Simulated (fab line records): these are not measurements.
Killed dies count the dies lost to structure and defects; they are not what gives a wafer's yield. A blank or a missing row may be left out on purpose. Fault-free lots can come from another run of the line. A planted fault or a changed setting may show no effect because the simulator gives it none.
Which tool is to blame? || flow n5_finfet || 9 lots, 26 wafers sampled, at 5 steps of a route of 1938

## WHAT THE GAUGES READ, wafer by wafer
N5_BEOL_M4_RC_MEAS_101. Usual: DIBL_N 36.3 mV/V, standard deviation 1.9; DIBL_P 36.6 mV/V, standard deviation 2.4; IOFF_N 0.17 nA/um, standard deviation 0.037; IOFF_P 0.23 nA/um, standard deviation 0.04; ION_N 682 uA/um, standard deviation 14; ION_P 468 uA/um, standard deviation 8.6; SS_N 71.6 mV/dec, standard deviation 0.67; SS_P 73.4 mV/dec, standard deviation 0.71; VT_N 248 mV, standard deviation 3.3; VT_P -248.9 mV, standard deviation 2.9.
{"lot": "L320", "measured": "day 9 21:16", "on": "prober-02", "DIBL_N (mV/V)": "36.9 39.7 34.5", "DIBL_P (mV/V)": "37.1 39.7 34.6", "IOFF_N (nA/um)": "0.17 0.26 0.13", "IOFF_P (nA/um)": "0.23 0.29 0.19", "ION_N (uA/um)": "666 687 652", "ION_P (uA/um)": "460 468 454", "SS_N (mV/dec)": "72.4 72.9 70.9", "SS_P (mV/dec)": "73.1 74.1 72.6", "VT_N (mV)": "251 242 254", "VT_P (mV)": "-250.3 -244.7 -249.8", "flag": ""}
{"lot": "L325", "measured": "day 10 03:37", "on": "prober-02", "DIBL_N (mV/V)": "37.1 33.7 34.2", "DIBL_P (mV/V)": "37.6 33.6 33.7", "IOFF_N (nA/um)": "0.19 0.13 0.14", "IOFF_P (nA/um)": "0.25 0.19 0.19", "ION_N (uA/um)": "682 674 671", "ION_P (uA/um)": "470 470 470", "SS_N (mV/dec)": "72.1 70.5 71.0", "SS_P (mV/dec)": "74.1 72.3 72.5", "VT_N (mV)": "244 250 249", "VT_P (mV)": "-246.7 -251.4 -250.2", "flag": ""}
{"lot": "L336", "measured": "day 14 20:04", "on": "prober-02", "DIBL_N (mV/V)": "39.5 35.7 39.1", "DIBL_P (mV/V)": "40.4 33.7 37.5", "IOFF_N (nA/um)": "0.24 0.14 0.22", "IOFF_P (nA/um)": "0.28 0.16 0.23", "ION_N (uA/um)": "717 691 691", "ION_P (uA/um)": "490 463 465", "SS_N (mV/dec)": "72.4 71.7 72.9", "SS_P (mV/dec)": "74.6 72.8 73.6", "VT_N (mV)": "243 251 243", "VT_P (mV)": "-248.3 -255.1 -250.1", "flag": ""}
{"lot": "L338", "measured": "day 15 16:10", "on": "prober-01", "DIBL_N (mV/V)": "37.1 36.6 38.4", "DIBL_P (mV/V)": "35.5 34.8 37.9", "IOFF_N (nA/um)": "0.17 0.16 0.21", "IOFF_P (nA/um)": "0.25 0.24 0.29", "ION_N (uA/um)": "677 701 707", "ION_P (uA/um)": "473 484 489", "SS_N (mV/dec)": "72.8 72.0 72.0", "SS_P (mV/dec)": "73.9 74.0 74.2", "VT_N (mV)": "250 245 246", "VT_P (mV)": "-244.3 -246.2 -245.7", "flag": ""}
{"lot": "L339", "measured": "day 15 09:31", "on": "prober-02", "DIBL_N (mV/V)": "36.8 35.5", "DIBL_P (mV/V)": "36.7 34.5", "IOFF_N (nA/um)": "0.18 0.15", "IOFF_P (nA/um)": "0.25 0.21", "ION_N (uA/um)": "694 689", "ION_P (uA/um)": "483 476", "SS_N (mV/dec)": "71.5 70.9", "SS_P (mV/dec)": "73.7 73.3", "VT_N (mV)": "249 252", "VT_P (mV)": "-247.9 -248.4", "flag": ""}
{"lot": "L340", "measured": "day 15 20:26", "on": "prober-02", "DIBL_N (mV/V)": "33.8 36.8 36.8", "DIBL_P (mV/V)": "34.9 37.7 37.2", "IOFF_N (nA/um)": "0.16 0.21 0.22", "IOFF_P (nA/um)": "0.20 0.24 0.24", "ION_N (uA/um)": "699 699 698", "ION_P (uA/um)": "479 474 472", "SS_N (mV/dec)": "70.9 71.7 71.5", "SS_P (mV/dec)": "73.0 74.2 73.2", "VT_N (mV)": "246 246 242", "VT_P (mV)": "-250.3 -246.6 -250.8", "flag": ""}
{"lot": "L342", "measured": "day 16 15:31", "on": "prober-02", "DIBL_N (mV/V)": "34.3 34.5 34.6", "DIBL_P (mV/V)": "33.4 34.6 34.5", "IOFF_N (nA/um)": "0.14 0.14 0.14", "IOFF_P (nA/um)": "0.17 0.18 0.18", "ION_N (uA/um)": "669 678 672", "ION_P (uA/um)": "459 469 456", "SS_N (mV/dec)": "71.1 70.5 71.4", "SS_P (mV/dec)": "72.8 73.0 72.8", "VT_N (mV)": "250 250 250", "VT_P (mV)": "-252.5 -248.1 -248.1", "flag": ""}

## EACH LOT AND THE TOOL THAT RAN IT (in order: tool; ch and the chambers of the sampled wafers; start)
{"lot": "L320", "N5_MOL_CONTACT_COAG_STRIP_96": "rie_diel-02 ch 1,2, day 5 11:17", "N5_MOL_CONTACT_COAG_ETCHBACK_134": "rie_diel-04 ch 0,1, day 5 13:12", "N5_MOL_CONTACT_COAG_STRIP_72": "rie_diel-04 ch 0,1, day 5 13:37", "N5_MOL_CONTACT_COAG_STRIP_49": "plasma_asher-02 ch 0,1, day 5 13:44"}
{"lot": "L325", "N5_MOL_CONTACT_COAG_STRIP_96": "rie_diel-04 ch 1,2,3, day 6 19:34", "N5_MOL_CONTACT_COAG_ETCHBACK_134": "rie_diel-02 ch 0,2,3, day 6 20:37", "N5_MOL_CONTACT_COAG_STRIP_72": "rie_diel-02 ch 0,2,3, day 6 20:53", "N5_MOL_CONTACT_COAG_STRIP_49": "plasma_asher-02 ch 0,1, day 6 20:58"}
{"lot": "L327", "N5_MOL_CONTACT_COAG_STRIP_96": "rie_diel-03 ch 0,2, day 7 03:03", "N5_MOL_CONTACT_COAG_ETCHBACK_134": "rie_diel-04 ch 1,2, day 7 04:09", "N5_MOL_CONTACT_COAG_STRIP_72": "rie_diel-04 ch 1,2, day 7 04:26", "N5_MOL_CONTACT_COAG_STRIP_49": "plasma_asher-01 ch 0,1, day 7 04:31"}
{"lot": "L328", "N5_MOL_CONTACT_COAG_STRIP_96": "rie_diel-02 ch 0,2, day 7 07:18", "N5_MOL_CONTACT_COAG_ETCHBACK_134": "rie_diel-02 ch 0,2, day 7 08:32", "N5_MOL_CONTACT_COAG_STRIP_72": "rie_diel-02 ch 0,2, day 7 08:49", "N5_MOL_CONTACT_COAG_STRIP_49": "plasma_asher-01 ch 0,1, day 7 08:55"}
{"lot": "L336", "N5_MOL_CONTACT_COAG_STRIP_96": "rie_diel-04 ch 0,2, day 9 06:04", "N5_MOL_CONTACT_COAG_ETCHBACK_134": "rie_diel-04 ch 0,1, day 9 07:09", "N5_MOL_CONTACT_COAG_STRIP_72": "rie_diel-04 ch 0,1, day 9 07:26", "N5_MOL_CONTACT_COAG_STRIP_49": "plasma_asher-02 ch 0,1, day 9 07:31"}
{"lot": "L338", "N5_MOL_CONTACT_COAG_STRIP_96": "rie_diel-03 ch 0,1,2, day 9 21:24", "N5_MOL_CONTACT_COAG_ETCHBACK_134": "rie_diel-04 ch 2,3, day 9 22:32", "N5_MOL_CONTACT_COAG_STRIP_72": "rie_diel-04 ch 2,3, day 9 22:49", "N5_MOL_CONTACT_COAG_STRIP_49": "plasma_asher-02 ch 0,1, day 9 22:55"}
{"lot": "L339", "N5_MOL_CONTACT_COAG_STRIP_96": "rie_diel-03 ch 2,3, day 10 01:16", "N5_MOL_CONTACT_COAG_ETCHBACK_134": "rie_diel-02 ch 1,2, day 10 02:29", "N5_MOL_CONTACT_COAG_STRIP_72": "rie_diel-02 ch 1,2, day 10 02:46", "N5_MOL_CONTACT_COAG_STRIP_49": "plasma_asher-02 ch 0, day 10 02:51"}
{"lot": "L340", "N5_MOL_CONTACT_COAG_STRIP_96": "rie_diel-03 ch 0,1,2, day 10 13:20", "N5_MOL_CONTACT_COAG_ETCHBACK_134": "rie_diel-04 ch 0,3, day 10 14:36", "N5_MOL_CONTACT_COAG_STRIP_72": "rie_diel-04 ch 0,3, day 10 14:53", "N5_MOL_CONTACT_COAG_STRIP_49": "plasma_asher-02 ch 0,1, day 10 14:58"}
{"lot": "L342", "N5_MOL_CONTACT_COAG_STRIP_96": "rie_diel-04 ch 0,1, day 10 20:46", "N5_MOL_CONTACT_COAG_ETCHBACK_134": "rie_diel-04 ch 0,1,3, day 10 21:59", "N5_MOL_CONTACT_COAG_STRIP_72": "rie_diel-04 ch 0,1,3, day 10 22:16", "N5_MOL_CONTACT_COAG_STRIP_49": "plasma_asher-01 ch 0,1, day 10 22:21"}
- N5_MOL_CONTACT_COAG_STRIP_96: strips in N2/H2.
- N5_MOL_CONTACT_COAG_ETCHBACK_134: etches SiO2 in CHF3, target depth 10 nm, time 6.7 s.
- N5_MOL_CONTACT_COAG_STRIP_72: strips in N2/H2.
- N5_MOL_CONTACT_COAG_STRIP_49: strips in N2/H2, time 30 s.

## WHAT THE TOOLS THEMSELVES READ (means of the sampled wafers that have a number; where no wafer has one, the mark that the record gives instead)
N5_MOL_CONTACT_COAG_STRIP_96. Usual: chamber_pressure_mTorr 50.00 mTorr, standard deviation 0.068; drypump_motor_current_A 6.03 A, standard deviation 0.23; oes_product_au 0.77 a.u., standard deviation 0.075; rf_vpp_V 121.6 V, standard deviation 1.2; showerhead_plenum_p_Torr 3.28 Torr, standard deviation 0.09; throttle_valve_pct 18.8 %, standard deviation 0.42.
{"lot": "L320", "tool": "rie_diel-02", "chamber_pressure_mTorr (mTorr)": 49.95, "drypump_motor_current_A (A)": 6.25, "oes_product_au (a.u.)": 0.71, "rf_vpp_V (V)": 120.5, "showerhead_plenum_p_Torr (Torr)": 3.19, "throttle_valve_pct (%)": 18.7, "flag": ""}
{"lot": "L325", "tool": "rie_diel-04", "chamber_pressure_mTorr (mTorr)": 49.90, "drypump_motor_current_A (A)": 6.00, "oes_product_au (a.u.)": 0.76, "rf_vpp_V (V)": 121.3, "showerhead_plenum_p_Torr (Torr)": 3.26, "throttle_valve_pct (%)": 19.1, "flag": ""}
{"lot": "L327", "tool": "rie_diel-03", "chamber_pressure_mTorr (mTorr)": 50.03, "drypump_motor_current_A (A)": 5.69, "oes_product_au (a.u.)": 0.78, "rf_vpp_V (V)": 121.1, "showerhead_plenum_p_Torr (Torr)": 3.30, "throttle_valve_pct (%)": 18.7, "flag": ""}
{"lot": "L328", "tool": "rie_diel-02", "chamber_pressure_mTorr (mTorr)": 50.01, "drypump_motor_current_A (A)": 6.23, "oes_product_au (a.u.)": 0.79, "rf_vpp_V (V)": 122.3, "showerhead_plenum_p_Torr (Torr)": 3.24, "throttle_valve_pct (%)": 18.3, "flag": ""}
{"lot": "L336", "tool": "rie_diel-04", "chamber_pressure_mTorr (mTorr)": 50.01, "drypump_motor_current_A (A)": 5.88, "oes_product_au (a.u.)": 0.69, "rf_vpp_V (V)": 122.0, "showerhead_plenum_p_Torr (Torr)": 3.27, "throttle_valve_pct (%)": 19.1, "flag": ""}
{"lot": "L338", "tool": "rie_diel-03", "chamber_pressure_mTorr (mTorr)": 49.98, "drypump_motor_current_A (A)": 5.82, "oes_product_au (a.u.)": 0.75, "rf_vpp_V (V)": 121.9, "showerhead_plenum_p_Torr (Torr)": 3.26, "throttle_valve_pct (%)": 19.0, "flag": ""}
{"lot": "L339", "tool": "rie_diel-03", "chamber_pressure_mTorr (mTorr)": 50.00, "drypump_motor_current_A (A)": 5.99, "oes_product_au (a.u.)": 0.74, "rf_vpp_V (V)": 122.9, "showerhead_plenum_p_Torr (Torr)": 3.26, "throttle_valve_pct (%)": 18.6, "flag": ""}
{"lot": "L340", "tool": "rie_diel-03", "chamber_pressure_mTorr (mTorr)": 49.90, "drypump_motor_current_A (A)": 5.83, "oes_product_au (a.u.)": 0.74, "rf_vpp_V (V)": 120.4, "showerhead_plenum_p_Torr (Torr)": 3.26, "throttle_valve_pct (%)": 19.1, "flag": ""}
{"lot": "L342", "tool": "rie_diel-04", "chamber_pressure_mTorr (mTorr)": 49.97, "drypump_motor_current_A (A)": 6.04, "oes_product_au (a.u.)": 0.69, "rf_vpp_V (V)": 120.7, "showerhead_plenum_p_Torr (Torr)": 3.19, "throttle_valve_pct (%)": 18.8, "flag": ""}

N5_MOL_CONTACT_COAG_ETCHBACK_134. Usual: CHF3_flow_sccm 50.00 sccm, standard deviation 0.16; bias_w 170.0 W, standard deviation 0.53; chamber_pressure_mTorr 29.999 mTorr, standard deviation 0.026; drypump_motor_current_A 6.00 A, standard deviation 0.2; oes_product_au 0.76 a.u., standard deviation 0.062; rf_vpp_V 521 V, standard deviation 9.9; showerhead_plenum_p_Torr 2.32 Torr, standard deviation 0.051; throttle_valve_pct 18.78 %, standard deviation 0.17.
{"lot": "L320", "tool": "rie_diel-04", "CHF3_flow_sccm (sccm)": 49.88, "bias_w (W)": 170.2, "chamber_pressure_mTorr (mTorr)": 29.978, "drypump_motor_current_A (A)": 6.03, "oes_product_au (a.u.)": 0.76, "rf_vpp_V (V)": 517, "showerhead_plenum_p_Torr (Torr)": 2.29, "throttle_valve_pct (%)": 18.75, "flag": ""}
{"lot": "L325", "tool": "rie_diel-02", "CHF3_flow_sccm (sccm)": 50.08, "bias_w (W)": 170.0, "chamber_pressure_mTorr (mTorr)": 30.019, "drypump_motor_current_A (A)": 6.20, "oes_product_au (a.u.)": 0.87, "rf_vpp_V (V)": 520, "showerhead_plenum_p_Torr (Torr)": 2.36, "throttle_valve_pct (%)": 18.48, "flag": ""}
{"lot": "L327", "tool": "rie_diel-04", "CHF3_flow_sccm (sccm)": "-", "bias_w (W)": "-", "chamber_pressure_mTorr (mTorr)": "-", "drypump_motor_current_A (A)": "-", "oes_product_au (a.u.)": "-", "rf_vpp_V (V)": "-", "showerhead_plenum_p_Torr (Torr)": "-", "throttle_valve_pct (%)": "-", "flag": "OFF"}
{"lot": "L328", "tool": "rie_diel-02", "CHF3_flow_sccm (sccm)": "-", "bias_w (W)": "-", "chamber_pressure_mTorr (mTorr)": "-", "drypump_motor_current_A (A)": "-", "oes_product_au (a.u.)": "-", "rf_vpp_V (V)": "-", "showerhead_plenum_p_Torr (Torr)": "-", "throttle_valve_pct (%)": "-", "flag": "OFF"}
{"lot": "L336", "tool": "rie_diel-04", "CHF3_flow_sccm (sccm)": 49.80, "bias_w (W)": 170.4, "chamber_pressure_mTorr (mTorr)": 30.022, "drypump_motor_current_A (A)": 6.03, "oes_product_au (a.u.)": 0.73, "rf_vpp_V (V)": 516, "showerhead_plenum_p_Torr (Torr)": 2.28, "throttle_valve_pct (%)": 18.81, "flag": ""}
{"lot": "L338", "tool": "rie_diel-04", "CHF3_flow_sccm (sccm)": 49.93, "bias_w (W)": 170.3, "chamber_pressure_mTorr (mTorr)": 30.019, "drypump_motor_current_A (A)": 5.91, "oes_product_au (a.u.)": 0.72, "rf_vpp_V (V)": 523, "showerhead_plenum_p_Torr (Torr)": 2.32, "throttle_valve_pct (%)": 19.00, "flag": ""}
{"lot": "L339", "tool": "rie_diel-02", "CHF3_flow_sccm (sccm)": 50.03, "bias_w (W)": 170.6, "chamber_pressure_mTorr (mTorr)": 29.995, "drypump_motor_current_A (A)": 6.23, "oes_product_au (a.u.)": 0.83, "rf_vpp_V (V)": 539, "showerhead_plenum_p_Torr (Torr)": 2.42, "throttle_valve_pct (%)": 18.61, "flag": ""}
{"lot": "L340", "tool": "rie_diel-04", "CHF3_flow_sccm (sccm)": 50.00, "bias_w (W)": 170.5, "chamber_pressure_mTorr (mTorr)": 30.003, "drypump_motor_current_A (A)": 6.03, "oes_product_au (a.u.)": 0.70, "rf_vpp_V (V)": 512, "showerhead_plenum_p_Torr (Torr)": 2.28, "throttle_valve_pct (%)": 18.85, "flag": ""}
{"lot": "L342", "tool": "rie_diel-04", "CHF3_flow_sccm (sccm)": 50.06, "bias_w (W)": 169.9, "chamber_pressure_mTorr (mTorr)": 29.991, "drypump_motor_current_A (A)": 6.07, "oes_product_au (a.u.)": 0.72, "rf_vpp_V (V)": 513, "showerhead_plenum_p_Torr (Torr)": 2.28, "throttle_valve_pct (%)": 18.86, "flag": ""}

N5_MOL_CONTACT_COAG_STRIP_72. Usual: chamber_pressure_mTorr 20.01 mTorr, standard deviation 0.044; drypump_motor_current_A 6.00 A, standard deviation 0.2; oes_product_au 0.76 a.u., standard deviation 0.062; rf_vpp_V 59.3 V, standard deviation 2; showerhead_plenum_p_Torr 2.46 Torr, standard deviation 0.056; throttle_valve_pct 23.6 %, standard deviation 0.37.
{"lot": "L320", "tool": "rie_diel-04", "chamber_pressure_mTorr (mTorr)": 20.01, "drypump_motor_current_A (A)": 6.02, "oes_product_au (a.u.)": 0.75, "rf_vpp_V (V)": 59.5, "showerhead_plenum_p_Torr (Torr)": 2.43, "throttle_valve_pct (%)": 23.6, "flag": ""}
{"lot": "L325", "tool": "rie_diel-02", "chamber_pressure_mTorr (mTorr)": 20.04, "drypump_motor_current_A (A)": 6.21, "oes_product_au (a.u.)": 0.85, "rf_vpp_V (V)": 59.9, "showerhead_plenum_p_Torr (Torr)": 2.51, "throttle_valve_pct (%)": 23.2, "flag": ""}
{"lot": "L327", "tool": "rie_diel-04", "chamber_pressure_mTorr (mTorr)": 20.02, "drypump_motor_current_A (A)": 5.90, "oes_product_au (a.u.)": 0.71, "rf_vpp_V (V)": 58.5, "showerhead_plenum_p_Torr (Torr)": 2.48, "throttle_valve_pct (%)": 23.9, "flag": ""}
{"lot": "L328", "tool": "rie_diel-02", "chamber_pressure_mTorr (mTorr)": 20.00, "drypump_motor_current_A (A)": 6.21, "oes_product_au (a.u.)": 0.80, "rf_vpp_V (V)": 56.9, "showerhead_plenum_p_Torr (Torr)": 2.45, "throttle_valve_pct (%)": 23.1, "flag": ""}
{"lot": "L336", "tool": "rie_diel-04", "chamber_pressure_mTorr (mTorr)": 19.99, "drypump_motor_current_A (A)": 6.05, "oes_product_au (a.u.)": 0.72, "rf_vpp_V (V)": 57.9, "showerhead_plenum_p_Torr (Torr)": 2.41, "throttle_valve_pct (%)": 23.6, "flag": ""}
{"lot": "L338", "tool": "rie_diel-04", "chamber_pressure_mTorr (mTorr)": 19.99, "drypump_motor_current_A (A)": 5.95, "oes_product_au (a.u.)": 0.72, "rf_vpp_V (V)": 59.3, "showerhead_plenum_p_Torr (Torr)": 2.48, "throttle_valve_pct (%)": 23.9, "flag": ""}
{"lot": "L339", "tool": "rie_diel-02", "chamber_pressure_mTorr (mTorr)": 20.05, "drypump_motor_current_A (A)": 6.21, "oes_product_au (a.u.)": 0.81, "rf_vpp_V (V)": 61.1, "showerhead_plenum_p_Torr (Torr)": 2.56, "throttle_valve_pct (%)": 23.1, "flag": ""}
{"lot": "L340", "tool": "rie_diel-04", "chamber_pressure_mTorr (mTorr)": 20.03, "drypump_motor_current_A (A)": 6.04, "oes_product_au (a.u.)": 0.71, "rf_vpp_V (V)": 60.0, "showerhead_plenum_p_Torr (Torr)": 2.41, "throttle_valve_pct (%)": 23.5, "flag": ""}
{"lot": "L342", "tool": "rie_diel-04", "chamber_pressure_mTorr (mTorr)": 20.00, "drypump_motor_current_A (A)": 6.07, "oes_product_au (a.u.)": 0.73, "rf_vpp_V (V)": 57.0, "showerhead_plenum_p_Torr (Torr)": 2.42, "throttle_valve_pct (%)": 23.7, "flag": ""}

N5_MOL_CONTACT_COAG_STRIP_49. Usual: drypump_motor_current_A 5.4 A, standard deviation 0.35; heater_power_w 358 W, standard deviation 50.
{"lot": "L320", "tool": "plasma_asher-02", "drypump_motor_current_A (A)": 5.5, "heater_power_w (W)": 389, "flag": ""}
{"lot": "L325", "tool": "plasma_asher-02", "drypump_motor_current_A (A)": 5.5, "heater_power_w (W)": 396, "flag": ""}
{"lot": "L327", "tool": "plasma_asher-01", "drypump_motor_current_A (A)": 5.4, "heater_power_w (W)": 331, "flag": ""}
{"lot": "L328", "tool": "plasma_asher-01", "drypump_motor_current_A (A)": 5.3, "heater_power_w (W)": 303, "flag": ""}
{"lot": "L336", "tool": "plasma_asher-02", "drypump_motor_current_A (A)": 5.3, "heater_power_w (W)": 369, "flag": ""}
{"lot": "L338", "tool": "plasma_asher-02", "drypump_motor_current_A (A)": 5.5, "heater_power_w (W)": 397, "flag": ""}
{"lot": "L339", "tool": "plasma_asher-02", "drypump_motor_current_A (A)": 5.0, "heater_power_w (W)": 353, "flag": ""}
{"lot": "L340", "tool": "plasma_asher-02", "drypump_motor_current_A (A)": 5.5, "heater_power_w (W)": 394, "flag": ""}
{"lot": "L342", "tool": "plasma_asher-01", "drypump_motor_current_A (A)": 5.3, "heater_power_w (W)": 299, "flag": ""}

## THE ANSWER, worked out from the rows above alone
Rule: take the mean of a lot's wafers that have a number; if it is more than 3 standard deviations from the usual mean, the lot is off. Also off: a lot with no number at a reading for which 4 or more lots have one. All remaining lots with rows at the step are treated as sound. The gauges are gone through in route order, then the tools' own readings, and for those a lot's mean is taken as printed above. The first step at which some lot is off is used, and at that step the reading that is off furthest; a lot without a number counts as furthest.
Off: L327, L328, at N5_MOL_CONTACT_COAG_ETCHBACK_134 (CHF3_flow_sccm). Without a number there: L327, L328.
If a tool, at that step or one of the process steps before it, ran each lot that is off and ran no sound lot following the first of them, it fits. No candidate that was tried fits.

## WHAT THE SIMULATOR HAD PUT IN
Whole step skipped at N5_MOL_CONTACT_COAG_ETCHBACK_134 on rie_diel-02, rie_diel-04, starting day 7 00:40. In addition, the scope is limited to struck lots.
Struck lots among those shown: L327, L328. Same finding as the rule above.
